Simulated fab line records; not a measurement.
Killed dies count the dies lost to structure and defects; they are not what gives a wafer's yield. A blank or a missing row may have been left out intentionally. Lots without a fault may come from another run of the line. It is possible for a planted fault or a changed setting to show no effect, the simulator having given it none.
Matching of chambers -- flow nandHarc -- NHARC_A_STAIRCASE_DEP_417 on pecvd-04 has 3 sister chambers
The step deposits Si3N4, target thk 60 nm. 3 wafers are shown with their chamber, then 12 later ones without.

## WAFERS, EACH WITH ITS CHAMBER
wafer,chamber,heaterPowerW (W)
L085.2,2,659
L086.5,1,769
L086.6,0,754

## WAFERS WITH NO CHAMBER GIVEN
wafer,heaterPowerW (W)
L089.1,745
L089.3,781
L089.6,756
L092.2,779
L092.4,803
L092.5,850
L093.4,684
L093.5,824
L093.6,805
L091.1,877
L091.3,698
L091.4,700

## EACH ONE'S CHAMBER
wafer,from the rows above,in truth
L089.1,can't be placed: 0 or 1 or 2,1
L089.3,can't be placed: 1 or 0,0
L089.6,can't be placed: 0 or 1 or 2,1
L092.2,can't be placed: 1 or 0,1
L092.4,can't be placed: 1 or 0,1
L092.5,can't be placed: 1 or 0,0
L093.4,can't be placed: 2 or 0 or 1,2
L093.5,can't be placed: 1 or 0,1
L093.6,can't be placed: 1 or 0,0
L091.1,can't be placed: 1 or 0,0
L091.3,can't be placed: 2 or 0 or 1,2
L091.4,can't be placed: 2 or 0 or 1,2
0 of 12 placed correctly. Can't be placed from these rows: 12 (the true chamber is among the candidates in 12). Placed wrongly: 0.
How it was worked out, from the rows above alone: a wafer's distance from a chamber is the root of the sum, over the readings, of the square of ((its reading less the chamber's mean) divided by the reading's scatter). If the next closest chamber is less than 2 further off than the closest, the wafer can't be placed; otherwise it belongs to the closest. The mean given for a chamber averages the wafers shown for that chamber. The scatter (one wafer shown for each chamber): square how far every hidden wafer sits from the nearest shown wafer, average those squares and take the square root.
